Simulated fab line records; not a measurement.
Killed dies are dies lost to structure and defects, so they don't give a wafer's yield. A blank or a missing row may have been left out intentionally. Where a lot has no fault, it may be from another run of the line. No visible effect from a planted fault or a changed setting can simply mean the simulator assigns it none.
Lot-split experiment || flow n5-finfet || 21 wafers read from 7 lots, route of 1938 steps

== THE SPLIT ==
At N5_HKMG_FIN_COAT_66 (time 60 s, resist thk 300 nm), the setting spin-rpm was moved away from the recipe's 1500 rpm on 4 of the 21 wafers read, by -8.4% to +4.4%. All remaining wafers had this setting at the recipe value.

The split's own step is where the reading is taken.

== THE READING ==
SOC_of_HKMG_FIN_COAT_66.thk-nm (the simulator's own value, which no gauge read), in nm, at N5_HKMG_FIN_COAT_66 (time 60 s, resist thk 300 nm). There is no usual value for it anywhere in the file. Across the 17 wafers here that went through the recipe, the average is 300.7 nm and the standard deviation 0.69 nm.

{"wafer": "L077.1", "tool, chamber at the split": "litho-track-01, 0", "spin-rpm as run, rpm": 1500, "against the recipe": "recipe", "SOC_of_HKMG_FIN_COAT_66.thk-nm, nm": 301, "against lot-mates on the recipe": "-"}
{"wafer": "L077.2", "tool, chamber at the split": "litho-track-01, 0", "spin-rpm as run, rpm": 1500, "against the recipe": "recipe", "SOC_of_HKMG_FIN_COAT_66.thk-nm, nm": 301.2, "against lot-mates on the recipe": "-"}
{"wafer": "L077.6", "tool, chamber at the split": "litho-track-01, 0", "spin-rpm as run, rpm": 1500, "against the recipe": "recipe", "SOC_of_HKMG_FIN_COAT_66.thk-nm, nm": 301.4, "against lot-mates on the recipe": "-"}
{"wafer": "L078.1", "tool, chamber at the split": "litho-track-04, 0", "spin-rpm as run, rpm": 1500, "against the recipe": "recipe", "SOC_of_HKMG_FIN_COAT_66.thk-nm, nm": 300, "against lot-mates on the recipe": "-"}
{"wafer": "L078.2", "tool, chamber at the split": "litho-track-04, 0", "spin-rpm as run, rpm": 1413, "against the recipe": "-5.8%", "SOC_of_HKMG_FIN_COAT_66.thk-nm, nm": 309.6, "against lot-mates on the recipe": "+9.7"}
{"wafer": "L078.5", "tool, chamber at the split": "litho-track-04, 0", "spin-rpm as run, rpm": 1500, "against the recipe": "recipe", "SOC_of_HKMG_FIN_COAT_66.thk-nm, nm": 299.8, "against lot-mates on the recipe": "-"}
{"wafer": "L085.1", "tool, chamber at the split": "litho-track-05, 0", "spin-rpm as run, rpm": 1500, "against the recipe": "recipe", "SOC_of_HKMG_FIN_COAT_66.thk-nm, nm": 300.6, "against lot-mates on the recipe": "-"}
{"wafer": "L085.3", "tool, chamber at the split": "litho-track-05, 0", "spin-rpm as run, rpm": 1500, "against the recipe": "recipe", "SOC_of_HKMG_FIN_COAT_66.thk-nm, nm": 300.6, "against lot-mates on the recipe": "-"}
{"wafer": "L085.6", "tool, chamber at the split": "litho-track-05, 0", "spin-rpm as run, rpm": 1500, "against the recipe": "recipe", "SOC_of_HKMG_FIN_COAT_66.thk-nm, nm": 300.8, "against lot-mates on the recipe": "-"}
{"wafer": "L086.1", "tool, chamber at the split": "litho-track-05, 0", "spin-rpm as run, rpm": 1500, "against the recipe": "recipe", "SOC_of_HKMG_FIN_COAT_66.thk-nm, nm": 300.4, "against lot-mates on the recipe": "-"}
{"wafer": "L086.4", "tool, chamber at the split": "litho-track-05, 0", "spin-rpm as run, rpm": 1374, "against the recipe": "-8.4%", "SOC_of_HKMG_FIN_COAT_66.thk-nm, nm": 313.6, "against lot-mates on the recipe": "+13.2"}
{"wafer": "L086.5", "tool, chamber at the split": "litho-track-05, 0", "spin-rpm as run, rpm": 1374, "against the recipe": "-8.4%", "SOC_of_HKMG_FIN_COAT_66.thk-nm, nm": 313.6, "against lot-mates on the recipe": "+13.2"}
{"wafer": "L087.3", "tool, chamber at the split": "litho-track-01, 0", "spin-rpm as run, rpm": 1500, "against the recipe": "recipe", "SOC_of_HKMG_FIN_COAT_66.thk-nm, nm": 301, "against lot-mates on the recipe": "-"}
{"wafer": "L087.5", "tool, chamber at the split": "litho-track-01, 0", "spin-rpm as run, rpm": 1500, "against the recipe": "recipe", "SOC_of_HKMG_FIN_COAT_66.thk-nm, nm": 302.2, "against lot-mates on the recipe": "-"}
{"wafer": "L087.6", "tool, chamber at the split": "litho-track-01, 0", "spin-rpm as run, rpm": 1500, "against the recipe": "recipe", "SOC_of_HKMG_FIN_COAT_66.thk-nm, nm": 301.2, "against lot-mates on the recipe": "-"}
{"wafer": "L092.3", "tool, chamber at the split": "litho-track-05, 0", "spin-rpm as run, rpm": 1500, "against the recipe": "recipe", "SOC_of_HKMG_FIN_COAT_66.thk-nm, nm": 300, "against lot-mates on the recipe": "-"}
{"wafer": "L092.4", "tool, chamber at the split": "litho-track-05, 0", "spin-rpm as run, rpm": 1500, "against the recipe": "recipe", "SOC_of_HKMG_FIN_COAT_66.thk-nm, nm": 299.8, "against lot-mates on the recipe": "-"}
{"wafer": "L092.5", "tool, chamber at the split": "litho-track-05, 0", "spin-rpm as run, rpm": 1500, "against the recipe": "recipe", "SOC_of_HKMG_FIN_COAT_66.thk-nm, nm": 299.4, "against lot-mates on the recipe": "-"}
{"wafer": "L095.3", "tool, chamber at the split": "litho-track-05, 0", "spin-rpm as run, rpm": 1500, "against the recipe": "recipe", "SOC_of_HKMG_FIN_COAT_66.thk-nm, nm": 301, "against lot-mates on the recipe": "-"}
{"wafer": "L095.5", "tool, chamber at the split": "litho-track-05, 0", "spin-rpm as run, rpm": 1500, "against the recipe": "recipe", "SOC_of_HKMG_FIN_COAT_66.thk-nm, nm": 301, "against lot-mates on the recipe": "-"}
{"wafer": "L095.4", "tool, chamber at the split": "litho-track-05, 0", "spin-rpm as run, rpm": 1566, "against the recipe": "+4.4%", "SOC_of_HKMG_FIN_COAT_66.thk-nm, nm": 295.4, "against lot-mates on the recipe": -5.6}

THE FIT
A straight line over all 21 wafers: SOC_of_HKMG_FIN_COAT_66.thk-nm changes by -1.49 nm for each +1% of spin-rpm; r = -0.99; the points scatter about the line by 0.72 nm.
The same after taking each lot's own level away (the mean of its wafers on the recipe; 21 wafers): -1.55 nm for each +1%; r = -1.00; scatter 0.39 nm.
That fit puts the effect of the largest move of spin-rpm on the reading at 13 nm.
From 299.73 to 301.47 nm: that is the span of the lots' own levels, equal to 2.5 times the standard deviation above.
Consequently the slope shifts little with the lot-to-lot level, the two slopes agreeing.
Check: +13.1 nm against its lot-mates is what the line predicts for one of the wafers moved furthest among these (-8.4%) when that wafer is left out of the fit. Against them it came out at +13.2 nm.

== FURTHER SPLITS ON THESE WAFERS ==
Note: prior to the reading, these wafers also went through further splits. Each is held against what the fit with the lots' levels taken away leaves over:
{"other split on the same wafers": "N5_PMOS_HMC_CHANNEL_EPI_COAT_03 spin-rpm", "wafers away from the commonest value": 5, "r with SOC_of_HKMG_FIN_COAT_66.thk-nm (lot level and that fit taken away)": -0.02}
{"other split on the same wafers": "N5_DUMMY_GATE_COAT_28 spin-rpm", "wafers away from the commonest value": 7, "r with SOC_of_HKMG_FIN_COAT_66.thk-nm (lot level and that fit taken away)": "+0.02"}
{"other split on the same wafers": "N5_DUMMY_GATE_EXPOSE_12 dose-mj", "wafers away from the commonest value": 13, "r with SOC_of_HKMG_FIN_COAT_66.thk-nm (lot level and that fit taken away)": "+0.06"}
{"other split on the same wafers": "N5_SD_EPI_N_EPI_21 temp-c", "wafers away from the commonest value": 7, "r with SOC_of_HKMG_FIN_COAT_66.thk-nm (lot level and that fit taken away)": "+0.27"}
{"other split on the same wafers": "N5_SD_EPI_P_COAT_34 spin-rpm", "wafers away from the commonest value": 8, "r with SOC_of_HKMG_FIN_COAT_66.thk-nm (lot level and that fit taken away)": "+0.27"}
{"other split on the same wafers": "N5_SDB_EXPOSE_08 dose-mj", "wafers away from the commonest value": 8, "r with SOC_of_HKMG_FIN_COAT_66.thk-nm (lot level and that fit taken away)": "+0.05"}
{"other split on the same wafers": "N5_HKMG_FIN_COAT_43 spin-rpm", "wafers away from the commonest value": 3, "r with SOC_of_HKMG_FIN_COAT_66.thk-nm (lot level and that fit taken away)": -0.01}

== THE FILE'S OWN FIT ==
SOC_of_HKMG_FIN_COAT_66.thk-nm changes by -1.55 nm for each +1% of spin-rpm, r = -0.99.
